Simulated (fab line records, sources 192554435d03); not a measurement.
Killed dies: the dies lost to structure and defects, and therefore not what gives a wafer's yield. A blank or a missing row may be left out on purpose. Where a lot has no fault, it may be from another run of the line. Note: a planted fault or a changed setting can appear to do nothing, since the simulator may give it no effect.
Chamber matching    flow n5 finfet    rie diel-02 running N5_PMOS_HMC_CHANNEL_EPI_DESCUM_14: 4 sister chambers
The step chemistry O2, time 7.9 s. 4 wafers are shown with their chamber, then 7 later ones without.

== WAFERS WITH THEIR CHAMBER ==
wafer   chamber  showerhead plenum p Torr (Torr)
L091.1  1        2.07
L091.6  3        2.25
L094.2  0        2.07
L094.4  2        2.00

== WAFERS WHOSE CHAMBER IS MISSING ==
wafer   showerhead plenum p Torr (Torr)
L094.5  2.25
L096.1  2.25
L096.4  2.07
L096.5  2.00
L097.1  2.07
L097.5  2.00
L097.6  2.06

== WHICH CHAMBER EACH WENT THROUGH ==
wafer   from the rows above      in truth
L094.5  3                        3
L096.1  3                        3
L096.4  can't be placed: 0 or 1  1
L096.5  2                        2
L097.1  can't be placed: 0 or 1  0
L097.5  2                        2
L097.6  can't be placed: 0 or 1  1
Correctly placed: 4 of 7. These rows do not allow placing 3 (true chamber among the candidates in 3). Number placed wrongly: 0.
How it was worked out, from the rows above alone: a wafer's distance from a chamber is the root of the sum, over the readings, of the square of ((its reading less the chamber's mean) divided by the reading's scatter). The wafer belongs to the nearest chamber; if the next one is less than 2 further off, it can't be placed. The mean given for a chamber averages the wafers shown for that chamber. The scatter (one wafer shown for each chamber): square how far every hidden wafer sits from the nearest shown wafer, average those squares and take the square root.
